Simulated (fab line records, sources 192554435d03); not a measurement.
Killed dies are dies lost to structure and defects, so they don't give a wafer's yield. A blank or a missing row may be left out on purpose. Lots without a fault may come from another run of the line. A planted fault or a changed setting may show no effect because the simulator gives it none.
fab line records | flow n5_finfet | part 2 of 2: steps 35 to 35 of 35
record lots=5 wafers=15 last_day=17
route steps=1938 shown MOL_CONTACT_COAG@628 BEOL_M0_SAQP@632 BEOL_M4@1111 PASSIVATION@1936
lots that met no fault: from a run of the same line without faults
start_h: hours from the record's first day to the start of the lot's first wafer shown | wait_h: hours since the lot's step before | " the same as in the row above | L1.1+2: a row that stands for several wafers | - no value, or no start given | * or withheld: withheld | < > ~ a bound
route shown NAME@n: a module of which the file shows steps, and the number in the route of the first | usual: mean/standard deviation of fault-free wafers | same: alike in all rows | chamber/n: place in a boat | sites: the reading at each site | _std_site: their standard deviation | _edge_site: outer sites' mean less inner sites' | radius_mm: how far each site lies from the wafer's centre | mask NAME#n: copy n | behind: the tool/chamber that last shaped the wafer | hold: why the lot was held/for how many hours/how that ended | device: the transistor (n, p or np) that didn't switch | end of line: the same wafers' tests at the end of the route | a step without rows: its recipe alone | killed: dies lost to structure and defects at the first sort, not the wafer's yield | map: a wafer's dies, x killed, . not, _ none there
set.NAME: the setting as run; set.NAME@STEP: as run at that earlier step | model.NAME: the simulator's own value behind a step, which no gauge read
lots at some steps of the route; a table a step, a row a wafer
services: from which hour (start_h, from the record's first day; less than 0 if before it) a tool's chamber was out of use, for how many hours, and why
## steps
# step N5_PASSIVATION_PROBE_49
# usual defect_limited_yield=91.3/1.7 killed_at_M0_to_M3=33/9.9 killed_at_M4_up=14/6.4 killed_at_contacts=12/7 killed_at_front_end=41/13 killed_at_other=3.1/2.9 killed_dies=103/20 killed_open=67/14 killed_short=34/9.4 sort_bin_4_leakage=0.03/0.24 sort_bin_5_function=5.1/1.1 sort_bin_6_memory=3.2/0.79 sort_bin_8_speed=0.02/0.15 sort_n_pass=1077/21 sort_yield_pct=91.2/1.7
# same gross_dies=1180 killed_at_back_side=0
# columns lot.wafer tool chamber start_h wait_h defect_limited_yield[%] killed_at_M0_to_M3 killed_at_M4_up killed_at_contacts killed_at_front_end killed_at_other killed_dies killed_open killed_short sort_bin_4_leakage[%] sort_bin_5_function[%] sort_bin_6_memory[%] sort_bin_8_speed[%] sort_n_pass sort_yield_pct[%]
L556.3 prober-02 - 271.03 0.1 93.1 31 7 10 33 1 82 51 31 0 3.9 2.9 0 1098 93.1
L556.4 prober-02 - 271.08 0.2 90.7 45 20 14 29 2 110 70 40 0 5.8 3.1 0 1070 90.7
L556.6 prober-02 - 271.18 0.3 93.1 33 6 6 37 0 82 53 29 0 4.7 2.0 0 1098 93.1
L557.3 prober-01 - 277.66 0.1 90.8 37 12 17 43 0 109 71 38 0 6.2 2.8 0 1071 90.8
L557.4 prober-01 - 277.71 0.2 92.5 29 13 15 29 2 88 50 36 0 3.5 3.5 0 1092 92.5
L557.6 prober-01 - 277.81 0.3 88.4 48 20 21 47 1 137 86 51 0 7.5 3.7 0 1043 88.4
L563.3 prober-01 - 305.09 0.1 88.6 57 2 8 65 3 135 81 50 0.08 7.2 4.1 0 1044 88.5
L563.4 prober-01 - 305.14 0.2 90.8 37 11 8 50 3 109 71 38 0 5.7 3.1 0 1071 90.8
L563.6 prober-01 - 305.24 0.3 91.8 37 8 8 38 6 97 63 32 0 4.8 3.2 0 1083 91.8
L572.1 prober-02 - 378.20 0.0 90.3 40 13 11 46 4 114 70 41 0 5.7 3.6 0 1066 90.3
L572.5 prober-02 - 378.40 0.2 91.4 28 17 4 52 1 102 60 34 0 4.6 2.9 0.34 1074 91.0
L572.6 prober-02 - 378.45 0.3 91.6 39 12 10 35 3 99 71 26 0 4.7 3.2 0.08 1080 91.5
L573.3 prober-01 - 402.55 0.1 94.1 31 4 12 16 7 70 48 19 0 2.7 3.0 0 1110 94.1
L573.4 prober-01 - 402.60 0.2 92.1 33 8 14 35 3 93 66 25 0 4.2 3.4 0 1087 92.1
L573.5 prober-01 - 402.65 0.2 92.6 26 8 12 32 9 87 52 31 0 4.4 3.0 0 1093 92.6
# killed by level:class
L556.3 FIN_SAQP:geometric_particle:short=9 DUMMY_GATE:geometric_particle:open=7 MOL_CONTACT_COAG:geometric_particle:open=7 BEOL_M2:geometric_particle:open=7 BEOL_M3:geometric_particle:open=7 FIN_SAQP:geometric_particle:open=6 BEOL_M0_SAQP:geometric_particle:short=4 BEOL_M3:geometric_particle:short=3
L556.4 MOL_CONTACT_COAG:geometric_particle:open=13 BEOL_M0_SAQP:geometric_particle:short=10 FIN_SAQP:geometric_particle:open=8 BEOL_M0_SAQP:geometric_particle:open=8 BEOL_M3:geometric_particle:open=8 FIN_SAQP:geometric_particle:short=7 BEOL_M2:geometric_particle:open=7 BEOL_M1:geometric_particle:short=4
L556.6 FIN_SAQP:geometric_particle:open=10 FIN_SAQP:geometric_particle:short=8 BEOL_M0_SAQP:geometric_particle:short=8 BEOL_M3:geometric_particle:open=7 MOL_CONTACT_COAG:geometric_particle:open=6 BEOL_M0_SAQP:geometric_particle:open=6 BEOL_M3:geometric_particle:short=5 DUMMY_GATE:geometric_particle:open=4
L557.3 MOL_CONTACT_COAG:geometric_particle:open=15 BEOL_M0_SAQP:geometric_particle:open=14 FIN_SAQP:geometric_particle:short=13 BEOL_M0_SAQP:geometric_particle:short=13 FIN_SAQP:geometric_particle:open=11 BEOL_M4:geometric_particle:open=8 BEOL_M2:geometric_particle:open=5 STARTING-WAFER:geometric_particle:short=3
L557.4 MOL_CONTACT_COAG:geometric_particle:open=10 BEOL_M2:geometric_particle:open=8 FIN_SAQP:geometric_particle:short=6 BEOL_M3:geometric_particle:open=6 MOL_CONTACT_COAG:geometric_particle:short=5 BEOL_M4:geometric_particle:short=5 BEOL_M4:geometric_particle:open=4 STARTING-WAFER:geometric_particle:short=4
L557.6 FIN_SAQP:geometric_particle:short=18 FIN_SAQP:geometric_particle:open=15 MOL_CONTACT_COAG:geometric_particle:open=15 BEOL_M0_SAQP:geometric_particle:short=12 BEOL_M3:geometric_particle:open=12 BEOL_M4:geometric_particle:open=11 BEOL_M0_SAQP:geometric_particle:open=10 MOL_CONTACT_COAG:geometric_particle:short=6
L563.3 FIN_SAQP:geometric_particle:short=14 BEOL_M3:geometric_particle:open=14 STI_FIN_REVEAL:geometric_particle:open=13 BEOL_M0_SAQP:geometric_particle:short=12 DUMMY_GATE:geometric_particle:open=9 BEOL_M0_SAQP:geometric_particle:open=9 FIN_SAQP:geometric_particle:open=7 MOL_CONTACT_COAG:geometric_particle:open=7
L563.4 STI_FIN_REVEAL:geometric_particle:open=30 BEOL_M3:geometric_particle:open=7 MOL_CONTACT_COAG:geometric_particle:open=7 BEOL_M0_SAQP:geometric_particle:short=7 FIN_SAQP:geometric_particle:short=6 BEOL_M0_SAQP:geometric_particle:open=6 BEOL_M4:geometric_particle:short=6 BEOL_M2:geometric_particle:open=5
L563.6 FIN_SAQP:geometric_particle:short=11 BEOL_M0_SAQP:geometric_particle:open=10 BEOL_M2:geometric_particle:open=10 STI_FIN_REVEAL:geometric_particle:open=8 MOL_CONTACT_COAG:geometric_particle:open=8 FIN_SAQP:geometric_particle:open=7 BEOL_M0_SAQP:geometric_particle:short=7 BEOL_M1:geometric_particle:open=5
L572.1 BEOL_M0_SAQP:geometric_particle:short=16 STI_FIN_REVEAL:geometric_particle:open=13 FIN_SAQP:geometric_particle:open=12 MOL_CONTACT_COAG:geometric_particle:open=10 BEOL_M0_SAQP:geometric_particle:open=9 BEOL_M3:geometric_particle:open=9 FIN_SAQP:geometric_particle:short=6 BEOL_M5:geometric_particle:open=5
L572.5 STI_FIN_REVEAL:geometric_particle:open=14 FIN_SAQP:geometric_particle:short=13 BEOL_M3:geometric_particle:open=9 FIN_SAQP:geometric_particle:open=8 BEOL_M0_SAQP:geometric_particle:short=7 HKMG_FIN:area_etch=7 BEOL_M0_SAQP:geometric_particle:open=5 MOL_CONTACT_COAG:geometric_particle:open=4
L572.6 BEOL_M0_SAQP:geometric_particle:open=11 MOL_CONTACT_COAG:geometric_particle:open=10 BEOL_M0_SAQP:geometric_particle:short=10 BEOL_M4:geometric_particle:open=8 FIN_SAQP:geometric_particle:open=7 DUMMY_GATE:geometric_particle:open=5 BEOL_M3:geometric_particle:open=5 FIN_SAQP:geometric_particle:short=4
L573.3 MOL_CONTACT_COAG:geometric_particle:open=12 DUMMY_GATE:geometric_particle:open=6 BEOL_M3:geometric_particle:open=6 BEOL_M2:geometric_particle:open=5 BEOL_M1:geometric_particle:short=4 MIM_TOP_ETCH:geometric_particle:short=4 MIM_TOP_ETCH:geometric_particle:open=3 BEOL_M0:geometric_particle:open=3
L573.4 BEOL_M3:geometric_particle:open=11 MOL_CONTACT_COAG:geometric_particle:open=11 STARTING-WAFER:geometric_particle:open=7 DUMMY_GATE:geometric_particle:open=5 BEOL_M0:geometric_particle:open=5 FIN_CUT:geometric_particle:open=4 STI_FIN_REVEAL:geometric_particle:open=3 GATE_CUT:geometric_particle:open=3
L573.5 BEOL_M3:geometric_particle:open=13 MOL_CONTACT_COAG:geometric_particle:open=11 STI_FIN_REVEAL:geometric_particle:open=8 STARTING-WAFER:geometric_particle:short=6 GATE_CUT:geometric_particle:short=5 BEOL_M2:geometric_particle:open=4 MIM_TOP_ETCH:geometric_particle:short=3 STARTING-WAFER:geometric_particle:open=3
## services
# columns tool chamber start_h hours kind
pecvd-02 1 89.46 16.5 scheduled_down
wet_bench-02 - 116.69 1.9 pm
pecvd-03 1 118.68 2.1 scheduled_down
pecvd-03 0 129.93 5.5 scheduled_down
rie_diel-02 2 131.19 - clean
rie_diel-02 2 131.19 - consumable_replace:focus_ring
rie_diel-02 2 131.19 24.2 scheduled_down
rie_diel-02 2 131.19 24.2 vent_cycle
pecvd-04 - 131.73 0.5 repair
rie_diel-04 3 133.61 22.5 repair
pecvd-04 0 165.96 12.2 repair
rie_diel-04 0 185.19 4.0 repair
pecvd-03 - 189.70 2.8 pm
pecvd-02 2 202.38 - clean
pecvd-02 2 202.38 - consumable_replace:showerhead
pecvd-02 2 202.38 29.0 scheduled_down
pecvd-02 2 202.38 29.0 vent_cycle
